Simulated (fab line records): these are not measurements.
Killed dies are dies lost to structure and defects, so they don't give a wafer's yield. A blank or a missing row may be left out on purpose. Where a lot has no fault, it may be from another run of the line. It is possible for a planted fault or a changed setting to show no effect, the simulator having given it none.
Chamber matching / flow n5_finfet / 4 sister chambers for N5_BEOL_M0_SAQP_ALD_48 on ald_sin-02
The step deposits SiO2, target thk 20 nm, pulse time 1 s, co reactant pulse time 1 s. 8 wafers are shown with their chamber, then 7 later ones without.

== WAFERS PAIRED WITH THEIR CHAMBERS ==
wafer=L074.4; chamber=0; heater_power_w (W)=79; precursor_pulse_height_rel=1.014
wafer=L076.2; chamber=3; heater_power_w (W)=104; precursor_pulse_height_rel=1.016
wafer=L085.6; chamber=3; heater_power_w (W)=103; precursor_pulse_height_rel=0.995
wafer=L087.1; chamber=0; heater_power_w (W)=80; precursor_pulse_height_rel=1.018
wafer=L087.2; chamber=2; heater_power_w (W)=82; precursor_pulse_height_rel=1.030
wafer=L087.3; chamber=1; heater_power_w (W)=69; precursor_pulse_height_rel=1.035
wafer=L088.1; chamber=2; heater_power_w (W)=81; precursor_pulse_height_rel=1.027
wafer=L088.4; chamber=1; heater_power_w (W)=67; precursor_pulse_height_rel=0.997

== WAFERS WHOSE CHAMBER IS MISSING ==
wafer=L088.5; heater_power_w (W)=103; precursor_pulse_height_rel=1.034
wafer=L090.2; heater_power_w (W)=80; precursor_pulse_height_rel=0.979
wafer=L090.3; heater_power_w (W)=68; precursor_pulse_height_rel=1.009
wafer=L090.5; heater_power_w (W)=82; precursor_pulse_height_rel=1.016
wafer=L091.1; heater_power_w (W)=80; precursor_pulse_height_rel=1.000
wafer=L091.3; heater_power_w (W)=66; precursor_pulse_height_rel=1.013
wafer=L091.5; heater_power_w (W)=83; precursor_pulse_height_rel=1.012

== CHAMBER TAKEN BY EACH ==
wafer=L088.5; from the rows above=3; in truth=3
wafer=L090.2; from the rows above=can't be placed: 0 or 2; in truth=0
wafer=L090.3; from the rows above=1; in truth=1
wafer=L090.5; from the rows above=can't be placed: 2 or 0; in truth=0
wafer=L091.1; from the rows above=can't be placed: 0 or 2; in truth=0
wafer=L091.3; from the rows above=1; in truth=1
wafer=L091.5; from the rows above=can't be placed: 2 or 0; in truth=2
Correctly placed: 3 of 7. Can't be placed from these rows: 4 (the true chamber is among the candidates in 4). Wrongly placed: 0.
How it was worked out, from the rows above alone: a wafer's distance from a chamber is the root of the sum, over the readings, of the square of ((its reading less the chamber's mean) divided by the reading's scatter). If the next closest chamber is less than 2 further off than the closest, the wafer can't be placed; otherwise it belongs to the closest. For every chamber, the mean is computed from those of its wafers that are shown. How the scatter is found: for the shown wafers, subtract from each reading the mean of its chamber, square and add these, divide the total by (wafers less chambers), then take the root.
